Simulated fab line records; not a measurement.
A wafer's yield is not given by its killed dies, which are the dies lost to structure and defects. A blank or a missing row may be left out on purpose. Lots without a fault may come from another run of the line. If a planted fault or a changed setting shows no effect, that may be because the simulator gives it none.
The tool behind it: which one? || flow n5Finfet || 72 wafers from 24 lots sampled at 2 of the route's 1938 steps

== WHAT THE GAUGES SHOWED, per wafer ==
N5_FIN_SAQP_CD_MEAS_27 targets a cd of 20 nm.
{"lot": "L074", "measured": "day 1 23:22", "on": "cdSem-02", "cdNm (nm)": "20.70 20.23 20.05"}
{"lot": "L075", "measured": "day 2 05:14", "on": "cdSem-03", "cdNm (nm)": "20.64 20.62 20.50"}
{"lot": "L076", "measured": "day 2 11:46", "on": "cdSem-03", "cdNm (nm)": "20.30 20.15 19.99"}
{"lot": "L077", "measured": "day 2 17:32", "on": "cdSem-02", "cdNm (nm)": "20.16 20.69 20.47"}
{"lot": "L078", "measured": "day 2 23:43", "on": "cdSem-02", "cdNm (nm)": "19.91 20.53 20.36"}
{"lot": "L079", "measured": "day 3 06:13", "on": "cdSem-02", "cdNm (nm)": "19.93 20.30 19.80"}
{"lot": "L080", "measured": "day 3 13:11", "on": "cdSem-03", "cdNm (nm)": "20.49 20.05 20.52"}
{"lot": "L081", "measured": "day 3 18:35", "on": "cdSem-02", "cdNm (nm)": "20.49 20.15 20.53"}
{"lot": "L082", "measured": "day 3 23:25", "on": "cdSem-03", "cdNm (nm)": "19.96 20.00 20.38"}
{"lot": "L083", "measured": "day 4 06:04", "on": "cdSem-03", "cdNm (nm)": "20.61 20.27 20.23"}
{"lot": "L084", "measured": "day 4 12:10", "on": "cdSem-03", "cdNm (nm)": "19.97 20.49 20.79"}
{"lot": "L085", "measured": "day 4 19:06", "on": "cdSem-01", "cdNm (nm)": "20.43 20.02 20.19"}
{"lot": "L086", "measured": "day 5 01:54", "on": "cdSem-02", "cdNm (nm)": "20.22 20.43 20.15"}
{"lot": "L087", "measured": "day 5 05:58", "on": "cdSem-02", "cdNm (nm)": "20.16 20.43 20.17"}
{"lot": "L088", "measured": "day 5 11:27", "on": "cdSem-02", "cdNm (nm)": "19.96 20.58 20.29"}
{"lot": "L089", "measured": "day 5 18:48", "on": "cdSem-02", "cdNm (nm)": "20.34 20.43 20.20"}
{"lot": "L090", "measured": "day 6 00:13", "on": "cdSem-01", "cdNm (nm)": "20.35 20.95 20.54"}
{"lot": "L091", "measured": "day 6 07:17", "on": "cdSem-02", "cdNm (nm)": "20.14 20.15 20.42"}
{"lot": "L092", "measured": "day 6 11:33", "on": "cdSem-02", "cdNm (nm)": "19.99 20.22 19.83"}
{"lot": "L093", "measured": "day 6 17:04", "on": "cdSem-01", "cdNm (nm)": "20.10 20.22 20.23"}
{"lot": "L094", "measured": "day 6 23:23", "on": "cdSem-01", "cdNm (nm)": "20.28 20.19 20.42"}
{"lot": "L095", "measured": "day 7 06:10", "on": "cdSem-01", "cdNm (nm)": "20.38 20.15 20.23"}
{"lot": "L096", "measured": "day 7 12:02", "on": "cdSem-01", "cdNm (nm)": "20.55 20.50 20.54"}
{"lot": "L097", "measured": "day 7 19:04", "on": "cdSem-03", "cdNm (nm)": "20.34 20.20 20.17"}

== WHAT TOOL EACH LOT RAN ON (gives the tool, then ch and the chambers of the sampled wafers, and finally the start) ==
{"lot": "L074", "N5_FIN_SAQP_MANDREL1_REMOVE_56": "rieSi-01 ch 0,2,3, day 1 23:15"}
{"lot": "L075", "N5_FIN_SAQP_MANDREL1_REMOVE_56": "rieSi-01 ch 0,3, day 2 05:07"}
{"lot": "L076", "N5_FIN_SAQP_MANDREL1_REMOVE_56": "rieSi-03 ch 0,1,3, day 2 11:39"}
{"lot": "L077", "N5_FIN_SAQP_MANDREL1_REMOVE_56": "rieSi-03 ch 0,2,3, day 2 17:26"}
{"lot": "L078", "N5_FIN_SAQP_MANDREL1_REMOVE_56": "rieSi-03 ch 0,2,3, day 2 23:36"}
{"lot": "L079", "N5_FIN_SAQP_MANDREL1_REMOVE_56": "rieSi-01 ch 1,2,3, day 3 06:05"}
{"lot": "L080", "N5_FIN_SAQP_MANDREL1_REMOVE_56": "rieSi-01 ch 1,2,3, day 3 13:04"}
{"lot": "L081", "N5_FIN_SAQP_MANDREL1_REMOVE_56": "rieSi-06 ch 1,3, day 3 18:29"}
{"lot": "L082", "N5_FIN_SAQP_MANDREL1_REMOVE_56": "rieSi-03 ch 2,3, day 3 23:19"}
{"lot": "L083", "N5_FIN_SAQP_MANDREL1_REMOVE_56": "rieSi-03 ch 0,1,2, day 4 05:56"}
{"lot": "L084", "N5_FIN_SAQP_MANDREL1_REMOVE_56": "rieSi-01 ch 0,2, day 4 12:03"}
{"lot": "L085", "N5_FIN_SAQP_MANDREL1_REMOVE_56": "rieSi-01 ch 0,1,2, day 4 18:59"}
{"lot": "L086", "N5_FIN_SAQP_MANDREL1_REMOVE_56": "rieSi-03 ch 0,1,2, day 5 01:47"}
{"lot": "L087", "N5_FIN_SAQP_MANDREL1_REMOVE_56": "rieSi-06 ch 0,3, day 5 05:51"}
{"lot": "L088", "N5_FIN_SAQP_MANDREL1_REMOVE_56": "rieSi-06 ch 1,3, day 5 11:20"}
{"lot": "L089", "N5_FIN_SAQP_MANDREL1_REMOVE_56": "rieSi-03 ch 1,2,3, day 5 18:41"}
{"lot": "L090", "N5_FIN_SAQP_MANDREL1_REMOVE_56": "rieSi-06 ch 0,1,3, day 6 00:06"}
{"lot": "L091", "N5_FIN_SAQP_MANDREL1_REMOVE_56": "rieSi-01 ch 0,3, day 6 07:10"}
{"lot": "L092", "N5_FIN_SAQP_MANDREL1_REMOVE_56": "rieSi-06 ch 1,2,3, day 6 11:26"}
{"lot": "L093", "N5_FIN_SAQP_MANDREL1_REMOVE_56": "rieSi-06 ch 1,3, day 6 16:56"}
{"lot": "L094", "N5_FIN_SAQP_MANDREL1_REMOVE_56": "rieSi-01 ch 0,2, day 6 23:17"}
{"lot": "L095", "N5_FIN_SAQP_MANDREL1_REMOVE_56": "rieSi-01 ch 0,3, day 7 06:03"}
{"lot": "L096", "N5_FIN_SAQP_MANDREL1_REMOVE_56": "rieSi-06 ch 0,1,3, day 7 11:55"}
{"lot": "L097", "N5_FIN_SAQP_MANDREL1_REMOVE_56": "rieSi-03 ch 1,3, day 7 18:57"}
- N5_FIN_SAQP_MANDREL1_REMOVE_56: chemistry HBr/Cl2/O2, target a-Si, stops on SiNx, bt time 10 s.

== AS READ BY THE TOOLS THEMSELVES (means over the sampled wafers that have a number; for cases with no such wafer, the mark the record gives instead) ==
N5_FIN_SAQP_MANDREL1_REMOVE_56.
{"lot": "L074", "tool": "rieSi-01", "drypumpMotorCurrentA (A)": 5.6, "oesProductAu (a.u.)": 1.006, "throttleValvePct (%)": 36.52}
{"lot": "L075", "tool": "rieSi-01", "drypumpMotorCurrentA (A)": 5.1, "oesProductAu (a.u.)": 1.005, "throttleValvePct (%)": 36.47}
{"lot": "L076", "tool": "rieSi-03", "drypumpMotorCurrentA (A)": 5.9, "oesProductAu (a.u.)": 0.995, "throttleValvePct (%)": 36.55}
{"lot": "L077", "tool": "rieSi-03", "drypumpMotorCurrentA (A)": 5.9, "oesProductAu (a.u.)": 1.001, "throttleValvePct (%)": 36.44}
{"lot": "L078", "tool": "rieSi-03", "drypumpMotorCurrentA (A)": 5.9, "oesProductAu (a.u.)": 1.008, "throttleValvePct (%)": 36.44}
{"lot": "L079", "tool": "rieSi-01", "drypumpMotorCurrentA (A)": 5.8, "oesProductAu (a.u.)": 1.028, "throttleValvePct (%)": 36.71}
{"lot": "L080", "tool": "rieSi-01", "drypumpMotorCurrentA (A)": 5.8, "oesProductAu (a.u.)": 1.027, "throttleValvePct (%)": 36.71}
{"lot": "L081", "tool": "rieSi-06", "drypumpMotorCurrentA (A)": 5.3, "oesProductAu (a.u.)": 0.981, "throttleValvePct (%)": 36.89}
{"lot": "L082", "tool": "rieSi-03", "drypumpMotorCurrentA (A)": 5.9, "oesProductAu (a.u.)": 0.998, "throttleValvePct (%)": 36.43}
{"lot": "L083", "tool": "rieSi-03", "drypumpMotorCurrentA (A)": 6.0, "oesProductAu (a.u.)": 0.998, "throttleValvePct (%)": 36.56}
{"lot": "L084", "tool": "rieSi-01", "drypumpMotorCurrentA (A)": 6.1, "oesProductAu (a.u.)": 1.021, "throttleValvePct (%)": 36.58}
{"lot": "L085", "tool": "rieSi-01", "drypumpMotorCurrentA (A)": 5.8, "oesProductAu (a.u.)": 1.019, "throttleValvePct (%)": 36.50}
{"lot": "L086", "tool": "rieSi-03", "drypumpMotorCurrentA (A)": 6.0, "oesProductAu (a.u.)": 0.989, "throttleValvePct (%)": 36.55}
{"lot": "L087", "tool": "rieSi-06", "drypumpMotorCurrentA (A)": 5.5, "oesProductAu (a.u.)": 0.999, "throttleValvePct (%)": 37.01}
{"lot": "L088", "tool": "rieSi-06", "drypumpMotorCurrentA (A)": 5.3, "oesProductAu (a.u.)": 0.992, "throttleValvePct (%)": 36.90}
{"lot": "L089", "tool": "rieSi-03", "drypumpMotorCurrentA (A)": 6.0, "oesProductAu (a.u.)": 0.997, "throttleValvePct (%)": 36.53}
{"lot": "L090", "tool": "rieSi-06", "drypumpMotorCurrentA (A)": 5.4, "oesProductAu (a.u.)": 0.988, "throttleValvePct (%)": 36.87}
{"lot": "L091", "tool": "rieSi-01", "drypumpMotorCurrentA (A)": 5.1, "oesProductAu (a.u.)": 1.003, "throttleValvePct (%)": 36.26}
{"lot": "L092", "tool": "rieSi-06", "drypumpMotorCurrentA (A)": 5.8, "oesProductAu (a.u.)": 0.992, "throttleValvePct (%)": 36.86}
{"lot": "L093", "tool": "rieSi-06", "drypumpMotorCurrentA (A)": 5.3, "oesProductAu (a.u.)": 0.983, "throttleValvePct (%)": 36.88}
{"lot": "L094", "tool": "rieSi-01", "drypumpMotorCurrentA (A)": 6.1, "oesProductAu (a.u.)": 1.021, "throttleValvePct (%)": 36.58}
{"lot": "L095", "tool": "rieSi-01", "drypumpMotorCurrentA (A)": 5.1, "oesProductAu (a.u.)": 1.003, "throttleValvePct (%)": 36.47}
{"lot": "L096", "tool": "rieSi-06", "drypumpMotorCurrentA (A)": 5.4, "oesProductAu (a.u.)": 0.987, "throttleValvePct (%)": 36.88}
{"lot": "L097", "tool": "rieSi-03", "drypumpMotorCurrentA (A)": 6.0, "oesProductAu (a.u.)": 1.003, "throttleValvePct (%)": 36.64}

== THE ANSWER, worked out from the rows above alone ==
Rule: usual is defined by the lots themselves. Put in order of their means at a reading, lots are off if they are a third of the lots or fewer, leave a main group of 4 or more, and stand apart from it by a gap of 3 or more times the standard deviation of the main group's means; of several such gaps the widest counts. The tables above print the reading to a certain number of digits; a main group whose means all agree to those digits is not used. A lot without any number at a reading at which 4 lots or more have one is off too. Any other lot the step has rows for is counted as sound. After the gauges, taken in route order, come the tools' own readings; for these a lot's mean is taken, as printed above. The first step at which some lot is off is used, and at that step the reading that is off furthest; a lot without a number counts as furthest.
No lot is off on any of the readings shown, so nothing can be concluded from this.

== WHAT WAS PUT IN BY THE SIMULATOR ==
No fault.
